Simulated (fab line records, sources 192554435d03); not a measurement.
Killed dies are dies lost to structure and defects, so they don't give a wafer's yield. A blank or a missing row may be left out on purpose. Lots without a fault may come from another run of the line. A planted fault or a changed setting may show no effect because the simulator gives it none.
Chamber matching | flow n5_finfet | N5_BEOL_M0_SAQP_MANDREL1_REMOVE_100 on rie_si-02: 4 sister chambers
The step chemistry HBr/Cl2/O2, target a-Si, stops on SiNx, bt time 10 s. 4 wafers are shown with their chamber, then 10 later ones without.

WAFERS WITH THEIR CHAMBER
wafer  | chamber | throttle_valve_pct (%)
L083.3 | 1       | 36.53
L085.4 | 3       | 36.76
L086.2 | 0       | 36.98
L086.4 | 2       | 36.98

WAFERS WITHOUT THEIR CHAMBER
wafer  | throttle_valve_pct (%)
L086.5 | 37.01
L091.1 | 37.01
L091.2 | 36.77
L091.3 | 36.54
L093.1 | 36.99
L093.2 | 36.98
L093.6 | 36.99
L097.4 | 37.01
L097.5 | 37.00
L097.6 | 36.52

WHICH CHAMBER EACH WENT THROUGH
wafer  | from the rows above     | in truth
L086.5 | can't be placed: 0 or 2 | 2
L091.1 | can't be placed: 0 or 2 | 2
L091.2 | 3                       | 3
L091.3 | 1                       | 1
L093.1 | can't be placed: 0 or 2 | 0
L093.2 | can't be placed: 0 or 2 | 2
L093.6 | can't be placed: 0 or 2 | 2
L097.4 | can't be placed: 0 or 2 | 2
L097.5 | can't be placed: 0 or 2 | 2
L097.6 | 1                       | 1
Placed correctly: 3 of 10. Can't be placed from these rows: 7 (the true chamber is among the candidates in 7). Placed wrongly: 0.
How it was worked out, from the rows above alone: a wafer's distance from a chamber is the root of the sum, over the readings, of the square of ((its reading less the chamber's mean) divided by the reading's scatter). The wafer belongs to the nearest chamber; if the next one is less than 2 further off, it can't be placed. A chamber's mean is the mean of its shown wafers. The scatter: with one shown wafer a chamber, the root of the mean of the squares of how far each hidden wafer lies from its nearest shown one.
